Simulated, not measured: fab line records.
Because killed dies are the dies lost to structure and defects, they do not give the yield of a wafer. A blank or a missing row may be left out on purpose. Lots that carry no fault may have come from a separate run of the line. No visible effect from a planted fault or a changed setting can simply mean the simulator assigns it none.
Chamber matching	flow n5_finfet	3 sister chambers for N5_BEOL_M6_CURE_74 on uv_cure-02
The step cures SiCOH lowk, time 240 s. 20 wafers are shown with their chamber, then 10 later ones without.

WAFERS, EACH WITH ITS CHAMBER
wafer	chamber	wafer_temp_C_max	lamp_power_pct (%)
L074.3	1	385.9	52.32
L074.5	1	386.1	52.37
L074.6	1	386.3	52.24
L076.1	0	387.2	52.35
L076.4	0	386.9	52.23
L076.6	0	386.5	52.39
L077.2	2	388.3	52.30
L077.3	2	387.2	52.35
L077.4	2	386.8	52.26
L078.3	2	387.4	52.42
L078.4	2	386.9	52.35
L078.6	2	387.2	52.26
L080.1	2	388.4	52.26
L080.2	2	387.4	52.24
L080.3	2	387.3	52.46
L086.2	0	386.2	52.35
L086.4	0	386.8	52.35
L086.6	0	386.3	52.33
L089.1	0	386.2	52.38
L089.3	0	386.3	52.36

SIGNATURES (means of the wafers above)
reading	chamber 0	chamber 1	chamber 2	scatter within a chamber
wafer_temp_C_max	386.550	386.100	387.433	0.458
lamp_power_pct	52.3425	52.3100	52.3222	0.0662
Rule: a wafer lies at a distance from a chamber equal to the root of the sum of squares, over the readings, of (its reading less the chamber's mean, divided by the reading's scatter). If the next closest chamber is less than 2 further off than the closest, the wafer can't be placed; otherwise it belongs to the closest. The scatter: take each reading less its chamber's mean, square it, sum over the shown wafers, divide by the number of wafers less the number of chambers, and take the root.

WAFERS MISSING THEIR CHAMBER
wafer	wafer_temp_C_max	lamp_power_pct (%)
L089.4	386.6	52.33
L093.1	385.8	52.39
L093.4	386.4	52.23
L093.6	386.2	52.28
L092.2	387.2	52.30
L092.4	386.7	52.39
L092.6	386.3	52.29
L094.1	386.0	52.27
L094.2	386.2	52.32
L094.3	385.9	52.34

WHICH CHAMBER EACH WENT THROUGH
wafer	from the rows above	in truth
L089.4	can't be placed: 0 or 1 or 2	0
L093.1	can't be placed: 1 or 0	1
L093.4	can't be placed: 1 or 0 or 2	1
L093.6	can't be placed: 1 or 0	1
L092.2	can't be placed: 2 or 0 or 1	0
L092.4	can't be placed: 0 or 1 or 2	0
L092.6	can't be placed: 1 or 0 or 2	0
L094.1	can't be placed: 1 or 0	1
L094.2	can't be placed: 1 or 0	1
L094.3	can't be placed: 1 or 0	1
0 of 10 placed correctly. Can't be placed from these rows: 10 (the true chamber is among the candidates in 10). Number placed wrongly: 0.
